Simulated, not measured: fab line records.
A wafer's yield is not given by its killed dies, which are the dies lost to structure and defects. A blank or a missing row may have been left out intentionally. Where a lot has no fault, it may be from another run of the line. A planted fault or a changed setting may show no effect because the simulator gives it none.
Matching of chambers + flow n5-finfet + N5_MIM_TOP_ALD_00 on ald-hk-02: 4 sister chambers
The step deposits Al2O3, purge time 3 s, co reactant pulse time 3 s. 8 wafers are shown with their chamber, then 11 later ones without.

## WAFERS WITH THEIR CHAMBER
| wafer  | chamber | precursor-pulse-height-rel |
|--------|---------|----------------------------|
| L084.6 | 0       | 1.006                      |
| L085.2 | 1       | 1.001                      |
| L085.3 | 2       | 0.991                      |
| L085.6 | 3       | 0.978                      |
| L089.1 | 2       | 1.004                      |
| L089.4 | 0       | 1.004                      |
| L089.6 | 3       | 1.009                      |
| L090.1 | 1       | 1.020                      |

## WAFERS WITH NO CHAMBER GIVEN
| wafer  | precursor-pulse-height-rel |
|--------|----------------------------|
| L090.3 | 1.011                      |
| L090.6 | 1.023                      |
| L095.2 | 0.973                      |
| L095.4 | 1.029                      |
| L095.6 | 0.978                      |
| L096.1 | 1.021                      |
| L096.2 | 0.995                      |
| L096.3 | 1.005                      |
| L097.1 | 0.971                      |
| L097.2 | 1.001                      |
| L097.5 | 1.032                      |

## THE CHAMBER EACH PASSED THROUGH
| wafer  | from the rows above               | in truth |
|--------|-----------------------------------|----------|
| L090.3 | can't be placed: 1 or 0 or 2 or 3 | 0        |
| L090.6 | can't be placed: 1 or 0 or 2 or 3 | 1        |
| L095.2 | can't be placed: 3 or 2 or 0 or 1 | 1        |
| L095.4 | can't be placed: 1 or 0 or 2 or 3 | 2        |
| L095.6 | can't be placed: 3 or 2 or 0 or 1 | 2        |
| L096.1 | can't be placed: 1 or 0 or 2 or 3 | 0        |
| L096.2 | can't be placed: 3 or 2 or 0 or 1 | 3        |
| L096.3 | can't be placed: 0 or 1 or 2 or 3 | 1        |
| L097.1 | can't be placed: 3 or 2 or 0 or 1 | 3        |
| L097.2 | can't be placed: 2 or 0 or 3 or 1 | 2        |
| L097.5 | can't be placed: 1 or 0 or 2 or 3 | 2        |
Correct placement for 0 of the 11. Unplaceable from these rows: 11, with the true chamber sitting among the candidates in 11. Number placed wrongly: 0.
How it was worked out, from the rows above alone: a wafer's distance from a chamber is the root of the sum, over the readings, of the square of ((its reading less the chamber's mean) divided by the reading's scatter). If the next closest chamber is less than 2 further off than the closest, the wafer can't be placed; otherwise it belongs to the closest. For every chamber, the mean is computed from those of its wafers that are shown. The scatter: the root of (the sum of the squares of (reading less its chamber's mean) over the shown wafers, divided by (wafers less chambers)).
